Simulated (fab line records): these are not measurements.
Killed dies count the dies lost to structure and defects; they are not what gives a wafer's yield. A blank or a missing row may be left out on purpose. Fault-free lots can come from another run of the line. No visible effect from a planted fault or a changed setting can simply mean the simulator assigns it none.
Code-filled problem report in 8D (eight disciplines) form :: flow nand-harc :: the parts of the form that need people (team, actions taken, sign-off) are left out

1. WHAT IS WRONG
Wafers without a fault read 1000 nm, standard deviation 8.7; thk-nm at NHARC_A_ONON_D1_THK_MEAS_08 reads a mean of 663 nm on 3 wafers belonging to 2 lots. Measured from the usual mean, that is -39 standard deviations.
The step: measures by ellipsometry.
First seen on wafer L791.1, day 11 09:18, on film-metro-02. The record holds 36 wafers of 12 lots with a number at this step. By rule, "out" or "out of limits" means more than 4 standard deviations away from the usual mean. Any other wafer with a number is counted as sound.

2. WHAT IT IS; WHAT IT IS NOT
question: which readings at this step
is: thk-nm
is not: -

question: which lots
is: L791, L794
is not: L779, L780, L781, L786, L787, L788, L789, L790, L792, L800

question: which wafers of those lots
is: L791.1, L791.3, L794.2
is not: L791.6, L794.4, L794.6

question: read on which gauges
is: film-metro-02
is not: film-metro-01

question: when
is: from day 11 09:18
is not: up to then (25 sound wafers); but 8 sound wafers of L792, L794, L800 came after

3. WHAT RULES OUT EACH SUSPECT
Counting: a tool at a process step up to the reading stays a suspect if it ran every lot that is out. Sound lots after the first of them don't rule it out here, since some wafers of a struck lot are sound.
- the gauge at NHARC_A_ONON_D1_THK_MEAS_08 has been ruled out. All the wafers that are out were read on film-metro-02, but those of them that NHARC_END_SORT_01 has rows for are out there too, on other tools.
- pecvd-onon-03 at NHARC_A_ONON_D1_DEP_06 (target thk 1000 nm): kept. It processed each lot that is out (first: L791, day 11 08:47); up to then, its last sound lot is L789 (day 10 14:54).
The count leaves pecvd-onon-03 at NHARC_A_ONON_D1_DEP_06.

4. THE CAUSE (what the simulator had put in)
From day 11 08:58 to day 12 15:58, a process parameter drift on pecvd-onon-03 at NHARC_A_ONON_D1_DEP_06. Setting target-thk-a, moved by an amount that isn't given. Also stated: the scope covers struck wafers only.
After counting, this tool was the only one left.

5. SEQUENCE OF EFFECTS, ordered by route
One row per reading whose mean, taken over the struck wafers that have a number, lies over 3 standard deviations from the usual. Only readings whose record carries a usual standard deviation are examined. hours: median over the lots of the time between each lot's start at the first step of this table that gives one and its start at this step. sigmas: the change, counted in usual standard deviations.
hours: 0
step: NHARC_A_ONON_D1_THK_MEAS_08
reading: thk-nm
usual: 1000 nm
on struck wafers: 663
change: -337
sigmas: -39

hours: 291
step: NHARC_END_SORT_01
reading: killed-at-array
usual: 25
on struck wafers: 674
change: +649
sigmas: +83

hours: 291
step: NHARC_END_SORT_01
reading: killed-dies
usual: 29
on struck wafers: 677
change: +648
sigmas: +79

6. HOW IT WOULD HAVE BEEN CAUGHT EARLIER
In this record the first reading out of limits at a measuring or inspecting step was taken at day 11 09:18, 0 hours after the fault began at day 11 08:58.
The start of NHARC_A_ONON_D1_DEP_06 on pecvd-onon-03 came by day 11 09:18 for every one of the lots that are out (2). None of them would have been spared by holding the tool at that moment.
